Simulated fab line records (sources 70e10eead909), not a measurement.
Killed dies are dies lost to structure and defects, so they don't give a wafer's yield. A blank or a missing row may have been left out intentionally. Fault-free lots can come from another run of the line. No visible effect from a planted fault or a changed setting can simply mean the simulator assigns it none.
Comparing a struck lot with a sound one ; flow nand_harc ; 18 steps out of a route of 1302
Sound: the wafers L684.1, L684.3, L684.4. Wafers struck: L697.1, L697.3, L697.5. The cause is named last.
Each step with rows lists, per side, the tool, then ch with its chambers, then its first start. Under that, the readings that differ: sound wafers ; struck wafers ; difference of the means ; sigmas: that difference in standard deviations of wafers without a fault.
alike: a reading whose means differ by less than 2 such deviations, as well as words and numbers matching on both sides. not compared: withheld readings; readings where some wafer has no value; bounds like >300 that might hide an equal value; numbers whose values overlap and for which the record gives no deviation.
Wherever a step has rows on one side only, a row that says differs or no value, or a row with sigmas, the two part there. When numbers do not overlap yet have no deviation, they are printed without sigmas and do not part them. Lack of a reading on every wafer of one side parts them only where that side has two or more wafers.

NHARC_P_ZERO_WELL_CD_MEAS_37 targets a cd of 720 nm.
  sound on cd_sem-01 ch 0, day 2 00:10; struck on cd_sem-03 ch 0, day 7 10:41
  alike: cd_nm
then, 1 step without rows for these wafers: NHARC_P_ZERO_WELL_HARDBAKE_38 (time 80 s).
NHARC_P_ZERO_WELL_DESCUM_39: chemistry O2, time 3 s.
  sound on rie_diel-13 ch 0,1,3, day 2 00:22; struck on rie_diel-13 ch 2,3, day 7 10:51
  alike: drypump_motor_current_A, mfc_ar_sccm, oes_product_au, rf_vpp_V, showerhead_plenum_p_Torr, throttle_valve_pct
  not compared: rf_hours_counter_h
then, 9 steps without rows for these wafers: NHARC_P_ZERO_WELL_IMPLANT_40; NHARC_P_ZERO_WELL_IMPLANT_59; NHARC_P_ZERO_WELL_IMPLANT_60; NHARC_P_ZERO_WELL_STRIP_41 (strips in SPM, time 840 s); NHARC_P_ZERO_WELL_DEHYDRATE_44 (time 120 s); NHARC_P_ZERO_WELL_HMDS_45 (time 30 s); NHARC_P_ZERO_WELL_COAT_46; NHARC_P_ZERO_WELL_SOFTBAKE_47 (time 95 s); NHARC_P_ZERO_WELL_EBR_48.
NHARC_P_ZERO_WELL_EXPOSE_49: exposes mask P HVPW, target cd 2000 nm.
  sound on krf_scanner-01 ch 0, day 2 01:44; struck on krf_scanner-04 ch 0, day 7 12:13
reading;sound;struck;difference;sigmas
mask;P_HVPW#0 P_HVPW#0 P_HVPW#0;P_NWELL#0 P_NWELL#0 P_NWELL#0;differs;
  alike: focus_offset_nm
then, 2 steps without rows for these wafers: NHARC_P_ZERO_WELL_PEB_50 (peb time 85 s); NHARC_P_ZERO_WELL_DEVELOP_51 (time 70 s).
NHARC_P_ZERO_WELL_CD_MEAS_52 targets a cd of 2000 nm.
  sound on cd_sem-02 ch 0, day 2 01:53; struck on cd_sem-02 ch 0, day 7 12:22
reading;sound;struck;difference;sigmas
cd_nm (nm);1997.1 1998.8 1999.7;- - -;no value on the struck wafers;
then, 1 step without rows for these wafers: NHARC_P_ZERO_WELL_HARDBAKE_53 (time 80 s).
-- record jumps: 23 days between struck wafers' starts before vs after; left off in module P_ZERO_WELL, resumes in module END, first step shown is number 1302 of the route --
NHARC_END_SORT_01:
  at this point the record logs the struck wafers (prober-01 ch 0, day 30 20:32) and has no rows for the sound ones

## WHERE THEY PART
Last at NHARC_END_SORT_01 as far as this record goes, first at NHARC_P_ZERO_WELL_EXPOSE_49.

WHY: what had been put in by the simulator
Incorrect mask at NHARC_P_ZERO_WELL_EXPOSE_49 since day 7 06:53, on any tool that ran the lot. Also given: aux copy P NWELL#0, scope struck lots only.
